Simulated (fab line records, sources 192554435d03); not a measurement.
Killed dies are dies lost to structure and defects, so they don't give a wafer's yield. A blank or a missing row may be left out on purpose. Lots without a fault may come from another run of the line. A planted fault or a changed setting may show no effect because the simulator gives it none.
Chamber matching | flow n5_finfet | N5_BEOL_M1_STRIP_36 on rie_diel-05: 4 sister chambers
The step strips in N2/H2. 14 wafers are shown with their chamber, then 7 later ones without.

WAFERS WITH THEIR CHAMBER
wafer  | chamber | drypump_motor_current_A (A) | throttle_valve_pct (%) | showerhead_plenum_p_Torr (Torr)
L074.2 | 3       | 6.4                         | 24.1                   | 2.48
L074.3 | 2       | 5.9                         | 23.1                   | 2.55
L074.4 | 0       | 5.9                         | 23.8                   | 2.51
L077.3 | 3       | 6.4                         | 24.1                   | 2.48
L077.4 | 0       | 5.8                         | 23.8                   | 2.51
L077.6 | 1       | 5.7                         | 23.2                   | 2.62
L079.2 | 1       | 5.6                         | 23.3                   | 2.62
L079.4 | 0       | 5.9                         | 23.8                   | 2.50
L079.6 | 2       | 5.9                         | 23.1                   | 2.54
L082.1 | 0       | 5.9                         | 23.7                   | 2.50
L082.3 | 1       | 5.6                         | 23.3                   | 2.61
L082.5 | 1       | 5.6                         | 23.3                   | 2.61
L090.3 | 2       | 5.9                         | 23.1                   | 2.54
L090.5 | 3       | 6.4                         | 24.2                   | 2.47

SIGNATURES (means of the wafers above)
reading                  | chamber 0 | chamber 1 | chamber 2 | chamber 3 | scatter within a chamber
drypump_motor_current_A  | 5.875     | 5.625     | 5.900     | 6.400     | 0.0387
throttle_valve_pct       | 23.775    | 23.275    | 23.100    | 24.133    | 0.0465
showerhead_plenum_p_Torr | 2.5050    | 2.6150    | 2.5433    | 2.4767    | 0.00577
Rule: a wafer's distance from a chamber is the root of the sum, over the readings, of the square of ((its reading less the chamber's mean) divided by the reading's scatter). The wafer belongs to the nearest chamber; if the next one is less than 2 further off, it can't be placed. The scatter: the root of (the sum of the squares of (reading less its chamber's mean) over the shown wafers, divided by (wafers less chambers)).

WAFERS WITHOUT THEIR CHAMBER
wafer  | drypump_motor_current_A (A) | throttle_valve_pct (%) | showerhead_plenum_p_Torr (Torr)
L090.6 | 5.9                         | 23.1                   | 2.54
L094.1 | 5.8                         | 23.8                   | 2.49
L094.2 | 6.4                         | 24.1                   | 2.47
L094.4 | 5.9                         | 23.1                   | 2.53
L096.1 | 6.4                         | 24.2                   | 2.47
L096.2 | 5.9                         | 23.1                   | 2.53
L096.3 | 5.8                         | 23.8                   | 2.49

WHICH CHAMBER EACH WENT THROUGH
wafer  | from the rows above | in truth
L090.6 | 2                   | 2
L094.1 | 0                   | 0
L094.2 | 3                   | 3
L094.4 | 2                   | 2
L096.1 | 3                   | 3
L096.2 | 2                   | 2
L096.3 | 0                   | 0
Placed correctly: 7 of 7. Can't be placed from these rows: 0. Placed wrongly: 0.
